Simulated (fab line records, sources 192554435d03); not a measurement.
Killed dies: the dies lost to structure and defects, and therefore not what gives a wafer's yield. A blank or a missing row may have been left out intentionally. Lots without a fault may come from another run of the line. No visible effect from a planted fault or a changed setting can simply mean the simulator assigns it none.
A lot that was struck, set against a sound lot | flow n5-finfet | 38 out of 1938 route steps
Sound: these wafers, L262.1, L262.2, L262.3. The struck wafers were L269.2, L269.5, L269.6. Last of all comes the cause.
At each step with rows: each side's tool, then ch and its chambers, then its first start. Under that, the readings that differ: sound wafers | struck wafers | difference of the means | sigmas: that difference in standard deviations of wafers without a fault.
alike: same words and numbers on both sides, and readings whose means sit less than 2 such deviations apart. not compared: any withheld reading, any reading some wafer has no value for, any bound like >300 that may hide the same value, and any number with overlapping values for which the record gives no deviation.
Wherever a step has rows on one side only, a row that says differs or no value, or a row with sigmas, the two part there. Numbers that don't overlap but have no deviation are shown without sigmas and don't part them. A reading missing from all wafers of one side parts the sides only when that side holds two or more wafers.

first, 9 steps without rows for these wafers: N5_BEOL_M4_ANNEAL_95 (time 240 s); N5_BEOL_M4_SPUTTER_96 (material Cu, target thk 4.5 nm, time 8.29 s); N5_BEOL_M4_ECD_50 (material Cu, target thk 300 nm); N5_BEOL_M4_ANNEAL_51 (time 90 s); N5_BEOL_M4_CMP_52 (polishes, stops on SiOC, t overpolish 6.8 s, target thk 40 nm); N5_BEOL_M4_PRE_CLEAN_60 (time 15 s); N5_BEOL_M4_CO_CAP_55 (material Co, precursor CCTBA/H2, target thk 2 nm, time 102.1 s); N5_BEOL_M4_PRE_CLEAN_56 (time 15 s); N5_BEOL_M4_DEP_57 (deposits SiCN from 3MS/NH3, target thk 8 nm, time 14 s).
N5_BEOL_M4_RC_MEAS_101:
  sound on prober-02 ch 0, day 11 03:59; struck on prober-02 ch 0, day 13 03:47
  alike: DIBL_N, DIBL_P, IOFF_N, IOFF_P, ION_N, ION_P, SS_N, SS_P, VT_N, VT_P
then, 24 steps without rows for these wafers: N5_BEOL_M5_ILD_DEP_00 (deposits SiCOH lowk from DEMS/porogen, target thk 140.64 nm, time 25.9 s); N5_BEOL_M5_CURE_79 (cures SiCOH lowk, time 240 s); N5_BEOL_M5_PECVD_70 (deposits SiO2 from TEOS/O2, target thk 16 nm, time 18 s); N5_BEOL_M5_HM_DEP_02 (deposits TiN, target thk 20 nm); N5_BEOL_M5_COAT_59 (time 60 s, resist thk 60 nm); N5_BEOL_M5_COAT_60 (time 60 s, resist thk 12 nm); N5_BEOL_M5_COAT_71 (time 60 s, resist thk 5 nm); N5_BEOL_M5_COAT_05 (resist thk 30 nm); N5_BEOL_M5_EBR_07; N5_BEOL_M5_SOFTBAKE_06 (time 60 s); N5_BEOL_M5_EXPOSE_08 (exposes mask M5, target cd 28 nm); N5_BEOL_M5_PEB_09 (peb time 60 s); N5_BEOL_M5_DEVELOP_10 (develop time 30 s); N5_BEOL_M5_DESCUM_16 (chemistry O2, time 7 s); N5_BEOL_M5_ETCH_72 (etches underlayer in N2/H2, target depth 6.5 nm, time 5.2 s); N5_BEOL_M5_ETCH_61 (etches SiARC in CF4, target depth 15.6 nm, time 26 s); N5_BEOL_M5_ETCH_62 (etches SOC in N2/H2, target depth 75 nm, overetch 15 nm, time 112.5 s); N5_BEOL_M5_STRIP_63 (strips in N2/H2); N5_BEOL_M5_STRIP_73 (strips in N2/H2); N5_BEOL_M5_STRIP_64 (strips in CF4); N5_BEOL_M5_HM_OPEN_17 (chemistry Cl2/BCl3, target TiN, target depth 20 nm, overetch 6 nm); N5_BEOL_M5_STRIP_19 (strips in O2); N5_BEOL_M5_COAT_65 (time 60 s, resist thk 60 nm); N5_BEOL_M5_COAT_66 (time 60 s, resist thk 12 nm).
-- a jump in the record: the struck wafers' starts before and after are 4 days apart (it breaks off in module BEOL_M5 and resumes in module BEOL_M14, where the first step shown is number 1750 of the route) --
N5_BEOL_M14_ETCH_67: etches SiARC in CF4, target depth 143 nm, time 238.3 s.
  sound on rie-diel-01 ch 1,2,3, day 14 11:32; struck on rie-diel-01 ch 0,1,3, day 16 22:19
  no value came back on the struck wafers for any of 9 readings (bias-w (W), cf4-flow-sccm (sccm) and others); on the sound wafers bias-w (W) reads 36.14 36.05 35.85
  reading                                    | sound           | struck            | difference | sigmas
  model.coat_of_BEOL_M14_COAT_22.thk-nm (nm) | 212.6 212 213.2 | 281.2 281.6 280.4 | +68.5      |
  model.BEOL_M14.cd-nm (nm)                  | 280.2 279.2 282 | 283 283.2 285.2   | +3         |
N5_BEOL_M14_OCD_MEAS_35:
  struck on ocd-01, day 16 22:54; sound on ocd-02, day 14 12:07
  reading              | sound       | struck | difference                    | sigmas
  trench-depth-nm (nm) | 548 574 542 | - - -  | no value on the struck wafers |
N5_BEOL_M14_ETCH_38: etches SiCN in CF4/N2, target depth 106.5 nm, time 120.6 s.
  sound: rie-diel-05 ch 1,2,3; struck: rie-diel-03 ch 2,3
  reading                   | sound           | struck            | difference | sigmas
  model.BEOL_M14.cd-nm (nm) | 280.2 278.8 281 | 281.8 285.4 286.2 | +4.5       |
  alike: bias-w, cf4-flow-sccm, drypump-motor-current-A, oes-product-au, rf-vpp-V, showerhead-plenum-p-Torr, throttle-valve-pct
  not compared: rf-hours-counter-h
N5_PASSIVATION_PROBE_49:
  record: rows for the struck wafers here (prober-02, day 17 22:43), none for the sound ones

== WHERE THEY PART ==
At N5_BEOL_M14_ETCH_67 first; at N5_PASSIVATION_PROBE_49 last (within this record only).

WHY: whatever the simulator had introduced
Entire step skipped (rie-diel-01, N5_BEOL_M14_ETCH_67), from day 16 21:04 onward. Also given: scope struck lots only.
